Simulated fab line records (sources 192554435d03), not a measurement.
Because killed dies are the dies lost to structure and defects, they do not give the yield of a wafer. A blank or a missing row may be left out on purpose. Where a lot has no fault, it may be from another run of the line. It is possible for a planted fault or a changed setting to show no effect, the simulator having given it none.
Chamber matching -- flow n5-finfet -- 4 sister chambers for N5_BEOL_M12_ETCH_67 on rie-diel-01
The step etches SiARC in CF4, target depth 143 nm, time 238.3 s. 4 wafers are shown with their chamber, then 8 later ones without.

== WAFERS PAIRED WITH THEIR CHAMBERS ==
wafer,chamber,oes-product-au (a.u.)
L083.4,2,0.76
L084.2,1,0.58
L084.4,0,0.83
L087.2,3,0.66

== WAFERS MISSING THEIR CHAMBER ==
wafer,oes-product-au (a.u.)
L087.3,0.58
L087.5,0.58
L097.1,0.77
L097.2,0.71
L097.4,0.72
L095.2,0.70
L095.3,0.64
L095.5,0.75

== THE CHAMBER EACH PASSED THROUGH ==
wafer,from the rows above,in truth
L087.3,1,1
L087.5,1,1
L097.1,can't be placed: 2 or 0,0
L097.2,can't be placed: 3 or 2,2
L097.4,can't be placed: 2 or 3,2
L095.2,can't be placed: 3 or 2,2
L095.3,can't be placed: 3 or 1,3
L095.5,2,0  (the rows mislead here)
2 of 8 placed correctly. From these rows, 5 cannot be placed; in 5 the true chamber is one of the candidates. Placed wrongly: 1.
How it was worked out, from the rows above alone: a wafer's distance from a chamber is the root of the sum, over the readings, of the square of ((its reading less the chamber's mean) divided by the reading's scatter). The wafer belongs to the nearest chamber; if the next one is less than 2 further off, it can't be placed. Each chamber's mean is taken over the wafers shown for it. The scatter: with one shown wafer a chamber, the root of the mean of the squares of how far each hidden wafer lies from its nearest shown one.
